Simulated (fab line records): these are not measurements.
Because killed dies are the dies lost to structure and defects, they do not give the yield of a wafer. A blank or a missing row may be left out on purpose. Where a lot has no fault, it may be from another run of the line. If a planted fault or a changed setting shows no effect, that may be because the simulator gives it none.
A lot that was struck, set against a sound lot | flow n5-finfet | 36 out of 1938 route steps
Sound: the wafers L708.1, L708.4, L708.6. Struck: wafers L720.2, L720.5. (L720.3 of the same lot was not struck and is left out.) The cause comes at the end.
Order at every step that has rows: each side's tool, ch and its chambers, its first start. Under that, the readings that differ: sound wafers | struck wafers | difference of the means | sigmas: that difference in standard deviations of wafers without a fault.
alike: words and numbers the same on both sides, and readings whose means are apart by under 2 such deviations; not compared: readings that were withheld, readings missing a value for some wafer, numbers with overlapping values and no deviation given by the record, and bounds like >300 which may hide the same value.
Wherever a step has rows on one side only, a row that says differs or no value, or a row with sigmas, the two part there. Numbers that don't overlap but have no deviation are shown without sigmas and don't part them. A reading that every wafer of one side lacks parts them only if that side has two wafers or more.

first, 9 steps without rows for these wafers: N5_BEOL_M13_PRE_CLEAN_42 (time 30 s); N5_BEOL_M13_SPUTTER_43 (material TaN, target thk 15 nm, time 24.19 s); N5_BEOL_M13_SPUTTER_44 (material Ta, target thk 10 nm, time 16.13 s); N5_BEOL_M13_SPUTTER_45 (material Cu, target thk 80 nm, time 13.33 s); N5_BEOL_M13_ECD_47 (material Cu, target thk 936 nm); N5_BEOL_M13_ANNEAL_48 (time 90 s); N5_BEOL_M13_CMP_49 (polishes, stops on SiOC, t overpolish 17.1 s, target thk 420 nm); N5_BEOL_M13_PRE_CLEAN_52 (time 15 s); N5_BEOL_M13_DEP_53 (deposits SiCN from 3MS/NH3, target thk 50 nm, time 17.8 s).
N5_BEOL_M14_ILD_DEP_00: deposits SiO2 from TEOS/O2, target thk 1119.3 nm, time 237.4 s.
  sound on pecvd-01 ch 0,2, day 13 09:10; struck on pecvd-01 ch 0,1, day 16 09:31
  reading                                       | sound          | struck    | difference | sigmas
  model.SiO2_of_BEOL_M14_ILD_DEP_00.thk-nm (nm) | 1088 1116 1101 | 1278 1270 | +172       |
  alike: heater-power-w, showerhead-plenum-p-Torr, throttle-valve-pct
N5_BEOL_M14_THK_MEAS_01:
  sound: film-metro-02 at day 13 09:22; struck: film-metro-02 at day 16 09:43
  reading          | sound          | struck    | difference | sigmas
  M14_ILD_THK (nm) | 1088 1116 1100 | 1278 1269 | +172       | +11
then, 10 steps without rows for these wafers: N5_BEOL_M14_COAT_58 (time 60 s, resist thk 89 nm); N5_BEOL_M14_COAT_04 (resist thk 800 nm); N5_BEOL_M14_EBR_06; N5_BEOL_M14_SOFTBAKE_05 (time 60 s); N5_BEOL_M14_EXPOSE_07 (exposes mask V13); N5_BEOL_M14_PEB_08 (peb time 90 s); N5_BEOL_M14_DEVELOP_09 (develop time 45 s); N5_BEOL_M14_HARDBAKE_14 (time 120 s); N5_BEOL_M14_DESCUM_15 (chemistry O2, time 7.9 s); N5_BEOL_M14_ETCH_59 (etches BARC in N2/H2, target depth 89 nm, overetch 26.7 nm, time 67.9 s).
N5_BEOL_M14_VIA_ETCH_16: etches SiO2 in C4F8/O2/Ar, target depth 1231.3 nm.
  sound on rie-diel-03 ch 0,1,3, day 13 09:50; struck on rie-diel-04 ch 0,1, day 16 10:11
  reading                                    | sound           | struck    | difference | sigmas
  model.etch.depth-nm (nm)                   | 1088 1116 1101  | 1278 1270 | +172       |
  model.coat_of_BEOL_M14_COAT_04.thk-nm (nm) | 461 454.2 459.2 | 418 419.6 | -39        |
  alike: drypump-motor-current-A, mfc-ar-sccm, oes_f_703_au, oes_o_777_au, oes-product-au, rf-vpp-V, showerhead-plenum-p-Torr, throttle-valve-pct
then, 13 steps without rows for these wafers: N5_BEOL_M14_STRIP_63 (strips in O2); N5_BEOL_M14_STRIP_64 (strips in O2); N5_BEOL_M14_STRIP_71 (strips in post etch residue remover, time 60 s); N5_BEOL_M14_SRD_72 (time 30 s, dry time 30 s); N5_BEOL_M14_COAT_65 (time 60 s, resist thk 450 nm); N5_BEOL_M14_COAT_66 (time 60 s, resist thk 110 nm); N5_BEOL_M14_COAT_22 (resist thk 300 nm); N5_BEOL_M14_EBR_24; N5_BEOL_M14_SOFTBAKE_23 (time 60 s); N5_BEOL_M14_EXPOSE_25 (exposes mask M14, target cd 280 nm); N5_BEOL_M14_PEB_26 (peb time 90 s); N5_BEOL_M14_DEVELOP_27 (develop time 45 s); N5_BEOL_M14_HARDBAKE_32 (time 120 s).
N5_BEOL_M14_CMP_49: polishes, stops on SiO2, t overpolish 5.2 s, target thk 560 nm.
  sound on cmp-03 ch 0,1,2, day 13 12:29; struck on cmp-04 ch 1,2, day 16 16:57
  reading                                       | sound          | struck    | difference | sigmas
  model.SiO2_of_BEOL_M14_ILD_DEP_00.thk-nm (nm) | 1008 1036 1022 | 1198 1190 | +172       |
  alike: motor-current-A

== WHERE THEY PART ==
Within this record, at N5_BEOL_M14_THK_MEAS_01 only. Later steps at which nothing parts them and some readings are alike: N5_BEOL_M14_VIA_ETCH_16, N5_BEOL_M14_CMP_49.

WHY: the cause the simulator had injected
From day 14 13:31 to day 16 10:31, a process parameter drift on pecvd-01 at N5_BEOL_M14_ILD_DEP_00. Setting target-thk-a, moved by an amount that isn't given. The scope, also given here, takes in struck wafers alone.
